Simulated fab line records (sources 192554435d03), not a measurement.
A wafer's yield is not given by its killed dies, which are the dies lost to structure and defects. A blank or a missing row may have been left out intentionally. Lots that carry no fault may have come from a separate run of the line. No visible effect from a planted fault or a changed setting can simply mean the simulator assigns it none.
Chamber matching :: flow n5-finfet :: N5_FIN_SAQP_ETCH_34 on rie-diel-06 has 4 sister chambers
The step etches SiO2 in C4F6/O2, target depth 45 nm, time 15 s. 14 wafers are shown with their chamber, then 7 later ones without.

## WAFERS PAIRED WITH THEIR CHAMBERS
wafer: L078.1
chamber: 0
showerhead-plenum-p-Torr (Torr): 2.95
rf-vpp-V (V): 650
drypump-motor-current-A (A): 5.1

wafer: L078.2
chamber: 3
showerhead-plenum-p-Torr (Torr): 2.77
rf-vpp-V (V): 675
drypump-motor-current-A (A): 4.9

wafer: L078.4
chamber: 2
showerhead-plenum-p-Torr (Torr): 2.76
rf-vpp-V (V): 672
drypump-motor-current-A (A): 5.2

wafer: L085.1
chamber: 2
showerhead-plenum-p-Torr (Torr): 2.76
rf-vpp-V (V): 675
drypump-motor-current-A (A): 5.2

wafer: L085.4
chamber: 1
showerhead-plenum-p-Torr (Torr): 2.90
rf-vpp-V (V): 677
drypump-motor-current-A (A): 5.4

wafer: L085.5
chamber: 2
showerhead-plenum-p-Torr (Torr): 2.76
rf-vpp-V (V): 673
drypump-motor-current-A (A): 5.2

wafer: L087.1
chamber: 1
showerhead-plenum-p-Torr (Torr): 2.90
rf-vpp-V (V): 677
drypump-motor-current-A (A): 5.4

wafer: L087.3
chamber: 2
showerhead-plenum-p-Torr (Torr): 2.75
rf-vpp-V (V): 672
drypump-motor-current-A (A): 5.2

wafer: L087.5
chamber: 3
showerhead-plenum-p-Torr (Torr): 2.76
rf-vpp-V (V): 676
drypump-motor-current-A (A): 4.9

wafer: L089.2
chamber: 1
showerhead-plenum-p-Torr (Torr): 2.89
rf-vpp-V (V): 678
drypump-motor-current-A (A): 5.4

wafer: L089.3
chamber: 3
showerhead-plenum-p-Torr (Torr): 2.76
rf-vpp-V (V): 674
drypump-motor-current-A (A): 4.9

wafer: L089.5
chamber: 0
showerhead-plenum-p-Torr (Torr): 2.94
rf-vpp-V (V): 650
drypump-motor-current-A (A): 5.0

wafer: L092.1
chamber: 3
showerhead-plenum-p-Torr (Torr): 2.76
rf-vpp-V (V): 674
drypump-motor-current-A (A): 4.9

wafer: L092.2
chamber: 1
showerhead-plenum-p-Torr (Torr): 2.89
rf-vpp-V (V): 678
drypump-motor-current-A (A): 5.4

SIGNATURES (averages over the wafers above)
reading: showerhead-plenum-p-Torr
chamber 0: 2.9450
chamber 1: 2.8950
chamber 2: 2.7575
chamber 3: 2.7625
scatter within a chamber: 0.00548

reading: rf-vpp-V
chamber 0: 650.00
chamber 1: 677.50
chamber 2: 673.00
chamber 3: 674.75
scatter within a chamber: 0.987

reading: drypump-motor-current-A
chamber 0: 5.050
chamber 1: 5.400
chamber 2: 5.200
chamber 3: 4.900
scatter within a chamber: 0.0224
Rule: a wafer lies at a distance from a chamber equal to the root of the sum of squares, over the readings, of (its reading less the chamber's mean, divided by the reading's scatter). The wafer belongs to the nearest chamber; if the next one is less than 2 further off, it can't be placed. How the scatter is found: for the shown wafers, subtract from each reading the mean of its chamber, square and add these, divide the total by (wafers less chambers), then take the root.

## WAFERS WHOSE CHAMBER IS MISSING
wafer: L092.5
showerhead-plenum-p-Torr (Torr): 2.89
rf-vpp-V (V): 679
drypump-motor-current-A (A): 5.4

wafer: L095.1
showerhead-plenum-p-Torr (Torr): 2.76
rf-vpp-V (V): 675
drypump-motor-current-A (A): 4.9

wafer: L095.4
showerhead-plenum-p-Torr (Torr): 2.94
rf-vpp-V (V): 650
drypump-motor-current-A (A): 5.1

wafer: L095.5
showerhead-plenum-p-Torr (Torr): 2.75
rf-vpp-V (V): 674
drypump-motor-current-A (A): 5.2

wafer: L097.1
showerhead-plenum-p-Torr (Torr): 2.93
rf-vpp-V (V): 651
drypump-motor-current-A (A): 5.1

wafer: L097.3
showerhead-plenum-p-Torr (Torr): 2.75
rf-vpp-V (V): 676
drypump-motor-current-A (A): 4.9

wafer: L097.5
showerhead-plenum-p-Torr (Torr): 2.75
rf-vpp-V (V): 674
drypump-motor-current-A (A): 4.9

## EACH ONE'S CHAMBER
wafer: L092.5
from the rows above: 1
in truth: 1

wafer: L095.1
from the rows above: 3
in truth: 3

wafer: L095.4
from the rows above: 0
in truth: 0

wafer: L095.5
from the rows above: 2
in truth: 2

wafer: L097.1
from the rows above: 0
in truth: 0

wafer: L097.3
from the rows above: 3
in truth: 3

wafer: L097.5
from the rows above: 3
in truth: 3
7 of 7 placed correctly. Can't be placed from these rows: 0. 0 placed wrongly.
